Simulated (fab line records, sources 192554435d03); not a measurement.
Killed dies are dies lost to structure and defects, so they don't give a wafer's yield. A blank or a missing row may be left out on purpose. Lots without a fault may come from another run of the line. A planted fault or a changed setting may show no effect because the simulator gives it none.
Which tool did it? | flow n5_finfet | 9 lots, 25 wafers sampled, at 3 steps of a route of 1938

WHAT THE GAUGES READ, wafer by wafer
N5_BEOL_M3_OCD_MEAS_38.
lot  | measured     | on     | trench_depth_nm (nm)
L471 | day 7 23:58  | ocd-01 | 55.9 56.4 56.0
L469 | day 8 12:44  | ocd-01 | 54.4 56.0 55.5
L474 | day 8 15:16  | ocd-01 | 55.4 57.0 55.5
L476 | day 9 04:32  | ocd-02 | 56.7 44.6
L480 | day 10 11:50 | ocd-02 | 55.6 54.9 44.6
L481 | day 10 15:11 | ocd-02 | 56.5 44.4
L486 | day 11 21:52 | ocd-02 | 55.3 55.9 54.2
L490 | day 12 18:14 | ocd-02 | 53.5 55.1 53.4
L491 | day 13 08:00 | ocd-01 | 55.6 56.5 55.9

WHICH TOOL RAN EACH LOT (tool, then ch and the chambers of the sampled wafers, then the start)
lot  | N5_BEOL_M3_ETCHBACK_99             | N5_BEOL_M3_TRENCH_ETCH_37
L471 | rie_diel-01 ch 2,3, day 7 23:34    | rie_diel-01 ch 2,3, day 7 23:47
L469 | rie_diel-01 ch 0,2,3, day 8 12:20  | rie_diel-01 ch 0,2,3, day 8 12:35
L474 | rie_diel-01 ch 1,3, day 8 14:52    | rie_diel-01 ch 1,3, day 8 15:07
L476 | rie_diel-01 ch 1,3, day 9 04:09    | rie_diel-01 ch 1,3, day 9 04:23
L480 | rie_diel-01 ch 1,2,3, day 10 11:26 | rie_diel-01 ch 1,2,3, day 10 11:41
L481 | rie_diel-01 ch 2,3, day 10 14:48   | rie_diel-01 ch 2,3, day 10 15:02
L486 | rie_diel-06 ch 1,2,3, day 11 21:28 | rie_diel-06 ch 1,2,3, day 11 21:42
L490 | rie_diel-01 ch 0,2, day 12 17:40   | rie_diel-01 ch 0,2, day 12 18:02
L491 | rie_diel-03 ch 0,3, day 13 07:37   | rie_diel-03 ch 0,3, day 13 07:50
- N5_BEOL_M3_ETCHBACK_99: etches SiO2 in CHF3, target depth 5 nm, time 10.4 s.
- N5_BEOL_M3_TRENCH_ETCH_37: etches SiOC in C4F6/O2, target depth 55.555 nm, time 29.2 s.

THE ANSWER, worked out from the rows above alone
Rule: what is usual is taken from the lots themselves. Put in order of their means at a reading, lots are off if they are a third of the lots or fewer, leave a main group of 4 or more, and stand apart from it by a gap of 3 or more times the standard deviation of the main group's means; of several such gaps the widest counts. A main group whose means are all the same, to the digits that the tables above print for the reading, isn't used. A lot without any number at a reading at which 4 lots or more have one is off too. The other lots that the step has rows for count as sound.
Off: L476, L480, L481, at N5_BEOL_M3_OCD_MEAS_38 (trench_depth_nm). The main group: mean 55.4 nm, standard deviation 0.73.
A tool fits if, at a process step before that reading, it ran every lot that is off, and no sound lot after the first of them. The gauges at N5_BEOL_M3_OCD_MEAS_38 are tried like those tools. None of those tried fits.

WHAT THE SIMULATOR HAD PUT IN
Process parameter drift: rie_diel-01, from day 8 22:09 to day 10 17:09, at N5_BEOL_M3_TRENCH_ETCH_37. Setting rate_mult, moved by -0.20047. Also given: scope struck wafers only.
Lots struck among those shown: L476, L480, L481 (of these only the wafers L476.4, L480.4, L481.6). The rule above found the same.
